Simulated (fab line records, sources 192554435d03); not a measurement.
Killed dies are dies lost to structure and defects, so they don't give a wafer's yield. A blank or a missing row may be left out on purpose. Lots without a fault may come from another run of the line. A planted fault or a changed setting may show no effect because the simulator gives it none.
fab line records | flow n5_finfet
record lots=6 wafers=18 last_day=17
route steps=1938 shown SD_EPI_N@274 SD_EPI_P@295 MOL_CONTACT_COAG@537
lots that met no fault: from a run of the same line without faults
start_h: hours from the record's first day to the start of the lot's first wafer shown | wait_h: hours since the lot's step before | " the same as in the row above | L1.1+2: a row that stands for several wafers | - no value, or no start given | * or withheld: withheld | < > ~ a bound
route shown NAME@n: a module of which the file shows steps, and the number in the route of the first | usual: mean/standard deviation of fault-free wafers | same: alike in all rows | chamber/n: place in a boat | sites: the reading at each site | _std_site: their standard deviation | _edge_site: outer sites' mean less inner sites' | radius_mm: how far each site lies from the wafer's centre | mask NAME#n: copy n | behind: the tool/chamber that last shaped the wafer | hold: why the lot was held/for how many hours/how that ended | device: the transistor (n, p or np) that didn't switch | end of line: the same wafers' tests at the end of the route | a step without rows: its recipe alone | killed: dies lost to structure and defects at the first sort, not the wafer's yield | map: a wafer's dies, x killed, . not, _ none there
set.NAME: the setting as run; set.NAME@STEP: as run at that earlier step | model.NAME: the simulator's own value behind a step, which no gauge read
lots at some steps of the route; a table a step, a row a wafer
services: from which hour (start_h, from the record's first day; less than 0 if before it) a tool's chamber was out of use, for how many hours, and why
## steps
# step N5_SD_EPI_N_ETCH_34
# recipe chemistry=CF4 target=SiARC target_depth_a=455 mask_material=CAR-ArF-block time_s=75.8 ion_energy_ev=80 pressure_mtorr=40 source_w=545 bias_w=36 Ar_flow_sccm=100 cf4_flow_sccm=100 ends=cleared
# step N5_SD_EPI_N_ETCH_35
# recipe chemistry=N2/H2 target=SOC overetch_a=1080 mask_material=SiARC temp_c=40 ion_energy_ev=100 source_w=3000 bias_w=133 pressure_mtorr=20 time_s=486 n2_flow_sccm=200 h2_flow_sccm=200
# step N5_SD_EPI_N_STRIP_36
# recipe chemistry=N2/H2 temp_c=40 n2_flow_sccm=200 h2_flow_sccm=200 rf_frequency_hz=6e+07
# step N5_SD_EPI_N_ETCHBACK_44
# recipe chemistry=CH3F/O2 mode=anisotropic_etchback target=SiNx target_depth_a=145 stop_on=SiO2 over_etch_frac=0.3 ion_energy_ev=120 pressure_mtorr=30 source_w=395 bias_w=73 Ar_flow_sccm=150 CH3F_flow_sccm=30 O2_flow_sccm=20
# usual drypump_motor_current_A=6.0/0.45 mfc_ar_sccm=150.0/0.45 oes_ar_750_au=0.76/0.075 oes_product_au=0.65/0.063 rf_vpp_V=295/5.2 showerhead_plenum_p_Torr=1.99/0.061 throttle_valve_pct=16.30/0.24
# columns lot.wafer tool chamber start_h wait_h drypump_motor_current_A mfc_ar_sccm oes_ar_750_au oes_product_au rf_hours_counter_h rf_vpp_V showerhead_plenum_p_Torr throttle_valve_pct
L392.2 rie_diel-05 0 78.91 0.0 5.9 150.7 0.72 0.61 206 290 1.89 16.19
L392.3 " 2 " " 5.9 150.0 0.72 0.61 210 292 1.89 16.44
L392.5 " 3 " " 6.1 150.4 0.72 0.62 - 288 2.07 16.12
L393.1 rie_diel-03 0 85.17 0.0 5.3 149.6 0.74 0.64 157 296 2.01 16.39
L393.2 " 3 " " 5.5 150.1 0.95 0.81 8 300 1.98 16.30
L393.3 " 2 " " 6.0 151.0 0.74 0.63 194 298 2.07 16.82
L394.1 rie_diel-04 2 92.49 0.0 6.3 149.6 0.74 0.62 178 292 1.98 16.54
L394.2 " 3 " " 6.0 150.8 0.82 0.71 84 304 1.94 16.05
L394.6 " 1 " " 6.0 149.6 0.72 0.62 - 297 2.06 16.14
L397.3 rie_diel-03 2 109.05 0.0 6.0 150.1 0.73 0.63 199 300 2.07 16.83
L397.4 " 1 " " 6.5 150.1 0.91 0.76 31 294 1.96 16.00
L397.5 " 0 " " 5.3 149.9 0.74 0.63 - 294 2.00 16.40
L405.1 rie_diel-03 2 159.85 0.0 6.0 149.6 0.72 0.62 215 299 2.07 16.86
L405.3 " 3 " " 5.5 150.1 0.89 0.77 33 299 1.97 16.34
L405.5 " 3 " " 5.5 150.6 0.89 0.77 - 300 1.97 16.33
L406.2 rie_diel-04 1 165.65 0.0 6.1 150.1 0.71 0.59 223 297 2.05 16.17
L406.3 " 3 " " 6.1 150.0 0.80 0.68 113 305 1.94 16.11
L406.5 " 1 " " 6.1 149.9 0.70 0.60 - 296 2.05 16.20
# step N5_SD_EPI_N_ETCH_45
# recipe chemistry=CH3F/O2 target=SiOCN target_depth_a=60 mask_material=SOC ion_energy_ev=60 bias_w=29 pressure_mtorr=15 source_w=410 Ar_flow_sccm=150 CH3F_flow_sccm=30 O2_flow_sccm=20
# step N5_SD_EPI_N_ETCH_16
# recipe chemistry=CHF3/O2 target=SiO2 target_depth_a=50 mask_material=SOC pressure_mtorr=30 source_w=650 bias_w=170 Ar_flow_sccm=200 CHF3_flow_sccm=50 O2_flow_sccm=5 ion_energy_ev=200
# step N5_SD_EPI_N_STRIP_47
# recipe chemistry=CHF3/O2 resist=SiARC rf_frequency_hz=6e+07
# step N5_SD_EPI_N_SD_RECESS_17
# recipe chemistry=HBr/Cl2/O2 target_depth_a=410 mask_material=SOC time_s=23.7 bt_time_s=3 pressure_mtorr=10 icp_w=800 bias_w=112 HBr_flow_sccm=150 Cl2_flow_sccm=80 O2_flow_sccm=12
# step N5_SD_EPI_N_STRIP_38
# recipe chemistry=N2/H2 power_w=1000 temp_c=250 h2_frac=0.65 overash_fraction=0.3 pressure_mtorr=withheld n2_flow_sccm=1750 h2_flow_sccm=3250
# step N5_SD_EPI_N_WET_ETCH_43
# recipe chemistry=dHF dilution=withheld time_s=14 target=SiO2 target_depth_a=15 temp_c=25
# step N5_SD_EPI_N_STRIP_18
# recipe chemistry=SPM time_s=750 temp_c=130 h2so4_h2o2_vol_ratio=4
# step N5_SD_EPI_N_SRD_20
# recipe dry=ipa_marangoni do_ppb=5 time_s=30 temp_c=23 rinse_liquid=diw
# step N5_SD_EPI_N_PRECLEAN_48
# recipe chemistry=NF3:NH3 afs_cycles=2 temp_c=30 time_s=20 sublimation_temp_c=180 sublimation_time_s=60 pressure_torr=3 rf_power_w=30
# usual susceptor_temp_C=30.00/0.12
# same afs_cycles=2 sublimation_time_s=60
# columns lot.wafer tool chamber start_h wait_h susceptor_temp_C
L392.2 epi_rpcvd-01 0 79.75 0.1 30.24
L392.3 " 0 " " 30.28
L392.5 " 0 " " 30.28
L393.1 epi_rpcvd-01 0 85.91 0.0 29.86
L393.2 " 0 " " 29.96
L393.3 " 0 " " 29.98
L394.1 epi_rpcvd-01 0 93.21 0.0 -
L394.2 " 0 " " -
L394.6 " 0 " " -
L397.3 epi_rpcvd-01 0 109.93 0.2 -
L397.4 " 0 " " -
L397.5 " 0 " " -
L405.1 epi_rpcvd-02 0 160.57 0.0 29.84
L405.3 " 0 " " 29.98
L405.5 " 0 " " 29.96
L406.2 epi_rpcvd-01 0 166.47 0.1 29.89
L406.3 " 0 " " 29.93
L406.5 " 0 " " 29.89
# step N5_SD_EPI_N_VAPOR_ETCH_50
# recipe chemistry=HCl target=Si temp_c=775 time_s=54 pressure_torr=20 mode=isotropic
# step N5_SD_EPI_N_EPI_21
# recipe material=Si:P dopant=P temp_c=680 pressure_torr=255 time_s=690
# usual susceptor_temp_C=680.1/0.33
# columns lot.wafer tool chamber start_h wait_h susceptor_temp_C model.Si-P_of_SD_EPI_N_EPI_21.thk_nm
L392.2 epi_rpcvd-01 0 80.76 0.5 679.8 59.8
L392.3 " 0 " " 680.1 59.2
L392.5 " 0 " " 680.1 59.2
L393.1 epi_rpcvd-01 0 86.87 0.3 680.6 59.2
L393.2 " 0 " " 680.5 60.6
L393.3 " 0 " " 679.8 60.2
L394.1 epi_rpcvd-01 0 93.93 0.2 680.1 54
L394.2 " 0 " " 680.7 52.6
L394.6 " 0 95.80 1.9 680.4 53
L397.3 epi_rpcvd-01 0 111.24 0.9 679.8 52.6
L397.4 " 0 " " 680.2 52.8
L397.5 " 0 " " 680.2 52.4
L405.1 epi_rpcvd-02 0 161.11 0.1 680.4 59.2
L405.3 " 0 " " 680.5 58.6
L405.5 " 0 " " 680.8 58.4
L406.2 epi_rpcvd-01 0 167.49 0.5 680.2 58.8
L406.3 " 0 " " 680.1 59.6
L406.5 " 0 " " 680.2 59.2
# step N5_SD_EPI_N_EPI_MEAS_23
# recipe mode=xrd
# usual thk_nm=59.0/1.1
# columns lot.wafer tool chamber start_h wait_h thk_nm
L392.2 film_metro-02 - 82.67 1.5 60.9
L392.3 " - " " 58.6
L392.5 " - " " 59.5
L393.1 film_metro-02 - 89.91 2.5 61.6
L393.2 " - " " 60.6
L393.3 " - " " 61.1
L394.1 film_metro-02 - 96.21 1.9 52.9
L394.2 " - " " 54.2
L394.6 " - " " 53.4
L397.3 film_metro-02 - 112.77 1.2 51.5
L397.4 " - " " 51.7
L397.5 " - " " 51.4
L405.1 film_metro-02 - 162.83 1.4 58.5
L405.3 " - " " 58.8
L405.5 " - " " 57.0
L406.2 film_metro-01 - 169.39 1.5 59.9
L406.3 " - " " 59.0
L406.5 " - " " 58.9
# step N5_SD_EPI_N_PRECLEAN_24
# recipe chemistry=O3/DIW time_s=60 temp_c=22 o3_ppm=10
# step N5_SD_EPI_N_SRD_25
# recipe time_s=30 temp_c=23 rinse_liquid=diw dry=ipa_marangoni
# step N5_SD_EPI_N_PRECLEAN_49
# recipe chemistry=NF3:NH3 afs_cycles=1 temp_c=30 time_s=20 sublimation_temp_c=180 sublimation_time_s=60 pressure_torr=3 rf_power_w=30
# step N5_SD_EPI_N_LINER_46
# recipe material=SiNx target_thk_a=30 temp_c=400 ald_precursor_family=SiH2I2 ald_co_reactant=N2/H2-plasma pressure_torr=2
# usual heater_power_w=842/62 susceptor_temp_C=399.99/0.2
# columns lot.wafer tool chamber start_h wait_h heater_power_w susceptor_temp_C
L392.2 ald_sin-04 3 83.47 0.6 801 400.19
L392.3 " 2 " " 836 399.75
L392.5 " 0 " " 848 400.03
L393.1 ald_sin-03 1 90.21 0.2 900 399.92
L393.2 " 2 " " 905 400.12
L393.3 " 0 " " 737 399.98
L394.1 ald_sin-03 1 96.77 0.4 915 399.93
L394.2 " 3 " " 928 399.84
L394.6 " 2 " " 862 399.60
L397.3 ald_sin-04 3 113.13 0.2 803 400.39
L397.4 " 1 " " 887 400.19
L397.5 " 0 " " 832 400.17
L405.1 ald_sin-02 2 163.61 0.7 871 399.97
L405.3 " 3 " " 725 400.00
L405.5 " 0 " " 746 400.07
L406.2 ald_sin-04 1 169.69 0.1 889 399.74
L406.3 " 0 " " 809 399.63
L406.5 " 0 " " 843 399.86
# step N5_SD_EPI_N_INSPECT_26
# recipe inspect_instrument=darkfield mode=post_epi
# usual raw_defect_count=208/44
# columns lot.wafer tool chamber start_h wait_h raw_defect_count
L392.2 defect_inspect-02 - 83.72 0.1 178
L392.3 " - " " 194
L392.5 " - " " 225
L393.1 defect_inspect-02 - 90.46 0.1 161
L393.2 " - " " 202
L393.3 " - " " 159
L394.1 defect_inspect-02 - 97.02 0.1 125
L394.2 " - " " 184
L394.6 " - " " 176
L397.3 defect_inspect-01 - 113.38 0.1 196
L397.4 " - " " 180
L397.5 " - " " 299
L405.1 defect_inspect-02 - 163.86 0.1 190
L405.3 " - " " 198
L405.5 " - " " 184
L406.2 defect_inspect-02 - 169.94 0.1 178
L406.3 " - " " 165
L406.5 " - " " 225
# step N5_SD_EPI_P_COAT_34
# recipe resist=SOC temp_c=250 time_s=60 spin_rpm=1500 resist_thk_nm=350
# step N5_SD_EPI_P_COAT_35
# recipe resist=SiARC temp_c=220 time_s=60 spin_rpm=1500 resist_thk_nm=35
# step N5_SD_EPI_P_COAT_03
# recipe resist=CAR-ArF-block spin_rpm=1500 resist_thk_nm=150
# step N5_SD_EPI_P_EBR_05
# recipe solvent=PGMEA ebr_width_mm=1.5
# step N5_SD_EPI_P_SOFTBAKE_04
# recipe temp_c=110 time_s=60 resist=CAR-ArF-block
# step N5_SD_EPI_P_EXPOSE_06
# recipe mask_id=SD_P_BLK na=1.35 source_shape=conventional sigma_outer=0.8 polarization=unpolarized target_cd_nm=240 dose_mj=39.5
# step N5_SD_EPI_P_PEB_07
# recipe peb_temp_c=110 peb_time_s=60 resist=CAR-ArF-block
# step N5_SD_EPI_P_DEVELOP_08
# recipe develop_time_s=30 developer=TMAH resist=CAR-ArF-block dev_temp_c=23 rinse_liquid=diw dry=air_spin
# step N5_SD_EPI_P_CD_MEAS_09
# recipe target_cd_nm=240 landing_energy_ev=500 detector=se_inlens
# usual cd_nm=239.9/0.84
# columns lot.wafer tool chamber start_h wait_h cd_nm
L392.2 cd_sem-01 0 84.12 - 240.9
L392.3 " 0 " " 241.5
L392.5 " 0 " " 239.9
L393.1 cd_sem-01 0 90.73 - 240.7
L393.2 " 0 " " 241.6
L393.3 " 0 " " 240.9
L394.1 cd_sem-02 0 97.41 - 239.6
L394.2 " 0 " " 240.4
L394.6 " 0 " " 240.2
L397.3 cd_sem-02 0 113.66 - 240.9
L397.4 " 0 " " 239.3
L397.5 " 0 " " 239.4
L405.1 cd_sem-02 0 164.26 - 240.9
L405.3 " 0 " " 240.3
L405.5 " 0 " " 240.3
L406.2 cd_sem-02 0 170.34 - 240.1
L406.3 " 0 " " 239.6
L406.5 " 0 " " 240.1
# step N5_SD_EPI_P_OVL_MEAS_10
# recipe points_per_wafer=44
# usual SD_P_BLK_OVL=0.2/0.73
# columns lot.wafer tool chamber start_h wait_h SD_P_BLK_OVL[nm]
L392.2 overlay-02 0 84.15 0.0 0.0
L392.3 " 0 " " -0.1
L392.5 " 0 " " 0.3
L393.1 overlay-02 0 90.76 0.0 0.4
L393.2 " 0 " " -0.1
L393.3 " 0 " " -0.4
L394.1 overlay-01 0 97.44 0.0 -1.1
L394.2 " 0 " " -0.2
L394.6 " 0 " " -0.1
L397.3 overlay-02 0 113.69 0.0 0.7
L397.4 " 0 " " 1.2
L397.5 " 0 " " -0.2
L405.1 overlay-01 0 164.29 0.0 -0.6
L405.3 " 0 " " 0.8
L405.5 " 0 " " 0.4
L406.2 overlay-02 0 170.37 0.0 0.1
L406.3 " 0 " " -0.3
L406.5 " 0 " " 0.5
# step N5_SD_EPI_P_INSPECT_11
# recipe mode=adi inspect_instrument=macro
# usual raw_defect_count=2.0/1.4
# columns lot.wafer tool chamber start_h wait_h raw_defect_count
L392.2 defect_inspect-02 - 84.18 0.0 3
L392.3 " - " " 1
L392.5 " - " " 2
L393.1 defect_inspect-02 - 90.79 0.0 0
L393.2 " - " " 2
L393.3 " - " " 5
L394.1 defect_inspect-02 - 97.47 0.0 2
L394.2 " - " " 5
L394.6 " - " " 0
L397.3 defect_inspect-02 - 113.71 0.0 2
L397.4 " - " " 4
L397.5 " - " " 2
L405.1 defect_inspect-02 - 164.31 0.0 5
L405.3 " - " " 7
L405.5 " - " " 2
L406.2 defect_inspect-02 - 170.40 0.0 1
L406.3 " - " " 2
L406.5 " - " " 2
# step N5_SD_EPI_P_DESCUM_14
# recipe chemistry=O2 time_s=7.9 source_power_w=50 bias_power_w=20 pressure_mtorr=20 rf_frequency_hz=2.712e+07 temp_c=40 resist=CAR-ArF-block o2_flow_sccm=225
# step N5_SD_EPI_P_ETCH_36
# recipe chemistry=CF4 target=SiARC target_depth_a=455 mask_material=CAR-ArF-block time_s=75.8 ion_energy_ev=80 pressure_mtorr=40 source_w=545 bias_w=36 Ar_flow_sccm=100 cf4_flow_sccm=100 ends=cleared
# step N5_SD_EPI_P_ETCH_37
# recipe chemistry=N2/H2 target=SOC overetch_a=1080 mask_material=SiARC temp_c=40 ion_energy_ev=100 source_w=3000 bias_w=133 pressure_mtorr=20 time_s=486 n2_flow_sccm=200 h2_flow_sccm=200 ends=end_point
# usual drypump_motor_current_A=5.52/0.26 n2_flow_sccm=200.0/0.63 oes_product_au=0.70/0.069 rf_vpp_V=241.0/1.3 showerhead_plenum_p_Torr=2.55/0.076 temp_c=40.02/0.12 throttle_valve_pct=23.7/0.3
# columns lot.wafer tool chamber start_h wait_h drypump_motor_current_A n2_flow_sccm oes_product_au rf_hours_counter_h rf_vpp_V showerhead_plenum_p_Torr temp_c throttle_valve_pct
L392.2 rie_diel-01 3 84.30 0.0 5.17 199.9 0.81 26 240.7 2.58 40.32 23.6
L392.3 " 2 " " 5.78 200.4 0.63 205 243.3 2.61 40.08 24.0
L392.5 " 2 " " 5.74 199.9 0.62 - 240.7 2.61 40.23 24.0
L393.1 rie_diel-06 1 91.02 0.0 5.32 200.3 0.64 186 238.9 2.52 40.07 23.9
L393.2 " 2 " " 5.43 199.8 0.66 158 242.8 2.65 39.91 23.9
L393.3 " 0 " " 5.81 198.7 0.65 198 239.9 2.53 39.94 24.0
L394.1 rie_diel-02 2 97.77 0.0 5.81 199.8 0.78 51 240.2 2.58 39.98 23.1
L394.2 " 3 " " 5.34 200.0 0.71 130 239.6 2.44 39.90 23.7
L394.6 " 1 " " 5.65 200.7 0.78 - 239.2 2.48 39.95 23.7
L397.3 rie_diel-06 1 113.83 0.0 5.32 200.3 0.64 192 241.2 2.52 39.88 23.9
L397.4 " 2 " " 5.44 199.8 0.66 164 242.9 2.65 40.10 23.9
L397.5 " 0 " " 5.77 200.8 0.64 - 241.6 2.52 39.90 24.0
L405.1 rie_diel-06 3 164.44 0.0 5.87 201.1 0.78 63 241.8 2.68 39.98 23.2
L405.3 " 0 " " 5.77 199.7 0.63 222 240.5 2.52 39.93 24.1
L405.5 " 2 " " 5.43 199.7 0.66 - 242.3 2.65 40.11 23.9
L406.2 rie_diel-01 3 170.52 0.0 5.17 200.3 0.76 52 240.5 2.57 40.03 23.7
L406.3 " 2 " " 5.73 199.8 0.62 230 242.0 2.60 39.92 24.1
L406.5 " 3 " " 5.17 200.8 0.77 - 240.7 2.57 40.05 23.7
# step N5_SD_EPI_P_STRIP_38
# recipe chemistry=N2/H2 temp_c=40 n2_flow_sccm=200 h2_flow_sccm=200 rf_frequency_hz=6e+07
# step N5_SD_EPI_P_ETCHBACK_46
# recipe chemistry=CH3F/O2 mode=anisotropic_etchback target=SiNx target_depth_a=175 stop_on=SiO2 over_etch_frac=0.3 ion_energy_ev=120 pressure_mtorr=30 source_w=395 bias_w=73 Ar_flow_sccm=150 CH3F_flow_sccm=30 O2_flow_sccm=20
# step N5_SD_EPI_P_ETCH_47
# recipe chemistry=CH3F/O2 target=SiOCN target_depth_a=250 mask_material=SOC ion_energy_ev=60 bias_w=29 pressure_mtorr=30 source_w=410 Ar_flow_sccm=150 CH3F_flow_sccm=30 O2_flow_sccm=20
# usual drypump_motor_current_A=5.51/0.26 mfc_ar_sccm=150.0/0.47 oes_ar_750_au=0.78/0.075 oes_product_au=0.78/0.08 rf_vpp_V=127.7/2.8 showerhead_plenum_p_Torr=2.01/0.066 throttle_valve_pct=16.32/0.26
# columns lot.wafer tool chamber start_h wait_h drypump_motor_current_A mfc_ar_sccm oes_ar_750_au oes_product_au rf_hours_counter_h rf_vpp_V showerhead_plenum_p_Torr throttle_valve_pct
L392.2 rie_diel-01 3 84.73 0.1 5.17 149.9 0.89 0.90 26 126.3 2.05 16.46
L392.3 " 2 " " 5.71 150.1 0.71 0.70 206 130.8 2.08 16.82
L392.5 " 2 " " 5.74 149.9 0.70 0.70 - 129.7 2.08 16.82
L393.1 rie_diel-06 1 91.44 0.1 5.34 150.0 0.71 0.71 186 129.0 1.98 16.38
L393.2 " 2 " " 5.42 149.8 0.75 0.74 158 123.3 2.07 16.08
L393.3 " 0 " " 5.81 149.9 0.73 0.72 198 127.2 2.00 16.56
L394.1 rie_diel-02 2 98.20 0.1 5.81 150.5 0.85 0.88 51 132.0 2.03 15.80
L394.2 " 3 " " 5.31 149.6 0.79 0.78 130 125.9 1.92 16.28
L394.6 " 1 " " 5.69 150.4 0.88 0.89 - 128.8 1.94 16.19
L397.3 rie_diel-06 1 114.26 0.1 5.31 150.2 0.71 0.70 193 129.1 1.97 16.42
L397.4 " 2 " " 5.42 149.9 0.75 0.74 164 123.9 2.07 16.10
L397.5 " 0 " " 5.81 149.4 0.72 0.71 - 124.0 2.00 16.57
L405.1 rie_diel-06 3 164.86 0.1 5.91 150.2 0.86 0.87 63 129.6 2.14 16.04
L405.3 " 0 " " 5.81 149.7 0.71 0.70 222 126.0 1.99 16.62
L405.5 " 2 " " 5.48 149.4 0.74 0.74 - 123.3 2.07 16.11
L406.2 rie_diel-01 3 170.94 0.1 5.16 149.7 0.85 0.84 52 127.1 2.04 16.53
L406.3 " 2 " " 5.75 149.6 0.69 0.67 230 131.8 2.07 16.85
L406.5 " 3 " " 5.17 149.8 0.85 0.84 - 127.2 2.04 16.51
# step N5_SD_EPI_P_ETCH_16
# recipe chemistry=CHF3/O2 target=SiO2 target_depth_a=50 mask_material=SOC pressure_mtorr=30 source_w=650 bias_w=170 Ar_flow_sccm=200 CHF3_flow_sccm=50 O2_flow_sccm=5 ion_energy_ev=200
# step N5_SD_EPI_P_STRIP_50
# recipe chemistry=CHF3/O2 resist=SiARC rf_frequency_hz=6e+07
# step N5_SD_EPI_P_SD_RECESS_17
# recipe chemistry=HBr/Cl2/O2 target_depth_a=391 bt_time_s=3 pressure_mtorr=10 icp_w=800 bias_w=112 HBr_flow_sccm=150 Cl2_flow_sccm=80 O2_flow_sccm=12
# usual drypump_motor_current_A=5.6/0.48 mfc_cl2_sccm=80.03/0.25 oes_product_au=1.003/0.014 throttle_valve_pct=37.01/0.15
# columns lot.wafer tool chamber start_h wait_h drypump_motor_current_A mfc_cl2_sccm oes_product_au rf_hours_counter_h throttle_valve_pct
L392.2 rie_si-04 2 84.90 0.0 5.4 80.07 0.993 100 36.94
L392.3 " 0 " " 5.2 80.30 1.000 141 36.91
L392.5 " 3 " " 5.8 80.15 1.007 - 36.57
L393.1 rie_si-03 3 91.61 0.0 6.7 80.11 1.012 5 37.11
L393.2 " 2 " " 5.7 79.83 0.990 127 37.09
L393.3 " 0 " " 5.5 80.05 0.990 47 37.19
L394.1 rie_si-04 1 98.37 0.0 5.5 79.97 0.980 175 36.95
L394.2 " 2 " " 5.4 80.11 0.998 101 36.96
L394.6 " 1 " " 5.5 79.89 0.985 - 36.95
L397.3 rie_si-03 1 114.43 0.0 6.1 80.25 1.018 153 37.24
L397.4 " 0 " " 5.5 80.11 0.988 47 37.22
L397.5 " 0 " " 5.5 80.48 0.985 - 37.21
L405.1 rie_si-02 3 165.03 0.0 5.3 79.92 0.995 117 37.03
L405.3 " 2 " " 5.4 80.49 1.003 106 36.97
L405.5 " 0 " " 5.0 79.97 1.025 - 36.96
L406.2 rie_si-02 2 171.12 0.0 5.3 80.50 0.993 106 36.96
L406.3 " 3 " " 5.2 79.82 1.001 117 37.04
L406.5 " 3 " " 5.3 79.81 0.998 - 37.03
# step N5_SD_EPI_P_WET_ETCH_45
# recipe chemistry=dHF dilution=withheld time_s=10.7 target=SiO2 target_depth_a=20 temp_c=25 dry=ipa_marangoni rinse_time_s=30 rinse_temp_c=23
# step N5_MOL_CONTACT_COAG_ETCH_15
# recipe chemistry=CH3F/O2 target=SiNx target_depth_a=70 mask_material=SOC stop_on=Si:P over_etch_frac=0.75 ion_energy_ev=120 pressure_mtorr=30 source_w=395 bias_w=73 Ar_flow_sccm=150 CH3F_flow_sccm=30 O2_flow_sccm=20
# usual drypump_motor_current_A=5.9/0.48 mfc_ar_sccm=150.0/0.48 oes_ar_750_au=0.75/0.068 oes_product_au=0.55/0.049 rf_vpp_V=294/5.1 showerhead_plenum_p_Torr=1.98/0.064 throttle_valve_pct=16.32/0.24
# columns lot.wafer tool chamber start_h wait_h drypump_motor_current_A mfc_ar_sccm oes_ar_750_au oes_product_au rf_hours_counter_h rf_vpp_V showerhead_plenum_p_Torr throttle_valve_pct model.Si-P_of_SD_EPI_N_EPI_21.thk_nm
L392.2 rie_diel-03 0 117.66 0.0 5.3 149.8 0.74 0.54 166 295 2.00 16.39 58.8
L392.3 " 1 " " 6.6 149.9 0.90 0.65 35 295 1.96 15.96 58.4
L392.5 " 0 " " 5.3 149.5 0.74 0.55 - 296 2.00 16.39 58.4
L393.1 rie_diel-05 2 126.68 0.0 6.0 150.7 0.71 0.51 227 294 1.89 16.46 58.4
L393.2 " 3 " " 6.1 150.7 0.72 0.52 214 287 2.06 16.15 59.8
L393.3 " 0 " " 5.9 150.0 0.70 0.51 222 288 1.88 16.22 59.4
L394.1 rie_diel-05 2 134.52 0.0 5.9 150.1 0.71 0.51 228 293 1.89 16.47 53.2
L394.2 " 3 " " 6.1 150.4 0.72 0.53 216 289 2.06 16.16 51.8
L394.6 " 1 " " 5.0 150.3 0.73 0.53 - 288 1.99 16.15 52.2
L397.3 rie_diel-05 1 147.51 0.0 5.0 149.1 0.72 0.53 183 289 1.99 16.20 51.8
L397.4 " 2 " " 5.9 150.1 0.70 0.51 232 294 1.88 16.47 52
L397.5 " 1 " " 5.0 149.9 0.72 0.53 - 289 1.99 16.18 51.6
L405.1 rie_diel-04 1 198.89 0.0 6.1 150.4 0.69 0.50 240 296 2.05 16.21 58.4
L405.3 " 2 " " 6.3 149.1 0.70 0.51 224 292 1.96 16.62 57.8
L405.5 " 2 " " 6.4 150.5 0.70 0.51 - 291 1.96 16.61 57.6
L406.2 rie_diel-05 2 204.82 0.0 5.9 149.7 0.70 0.51 248 293 1.88 16.52 58
L406.3 " 3 " " 6.1 149.5 0.70 0.51 234 287 2.05 16.20 58.8
L406.5 " 1 " " 5.0 150.6 0.71 0.52 - 289 1.99 16.20 58.4
## services
# columns tool chamber start_h hours kind
rie_si-02 2 59.43 29.7 repair
rie_si-02 - 79.32 2.8 pm
ald_sin-04 - 80.53 2.8 pm
rie_diel-03 - 95.44 6.3 repair
rie_diel-04 1 111.29 4.4 repair
rie_diel-06 2 125.43 12.1 repair
ald_sin-03 2 129.97 7.7 repair
rie_diel-04 0 137.60 42.6 repair
rie_si-03 3 142.38 10.6 repair
rie_diel-02 3 142.67 1.8 repair
ald_sin-04 - 147.83 1.5 repair
rie_diel-01 2 164.28 2.8 repair
rie_si-02 1 164.90 16.7 repair
rie_diel-01 1 168.11 - clean
rie_diel-01 1 168.11 - consumable_replace:focus_ring
rie_diel-01 1 168.11 13.9 scheduled_down
rie_diel-01 1 168.11 13.9 vent_cycle
rie_diel-05 - 172.74 15.6 pm
ald_sin-02 - 176.75 14.0 pm
ald_sin-02 0 176.75 14.0 vent_cycle
ald_sin-02 1 176.75 14.0 vent_cycle
ald_sin-02 2 176.75 14.0 vent_cycle
ald_sin-02 3 176.75 14.0 vent_cycle
ald_sin-02 0 190.75 - clean
## key
first_sign step=N5_SD_EPI_N_EPI_MEAS_23 reading=thk_nm direction=down sigmas=5.8 usual=* struck=*
effect none on later readings
model_effect step=N5_SD_EPI_N_EPI_21 value=Si-P_of_SD_EPI_N_EPI_21.thk_nm without=58.7 struck=52.9
model_effect step=N5_MOL_CONTACT_COAG_ETCH_15 value=Si-P_of_SD_EPI_N_EPI_21.thk_nm without=58.4 struck=52.6
met_at N5_SD_EPI_N_PRECLEAN_48
struck_wafers L394.1,L394.2,L394.6,L397.3,L397.4,L397.5
sort_left_out L394.1,L394.2,L394.6,L397.3,L397.4,L397.5
tester_left_out L394,L397
onset_between 85.91 93.21
fault kind=process_parameter_drift tool=epi_rpcvd-01 chamber=- onset_h=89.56 steps=N5_SD_EPI_N_PRECLEAN_48 channel=time_s offset=* shape=step end_h=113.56 acts_in=* stated=*
# tester_left_out: of these lots the tester's yield and bins aren't shown, on N5 and GAA mostly nor the transistor test; their killed dies are dies lost to structure and defects alone, not to doping, threshold or leakage, so they don't give the yield
# sort_left_out: the simulated sort isn't trusted on such a fault, so these wafers' sort isn't shown, and their yield isn't known
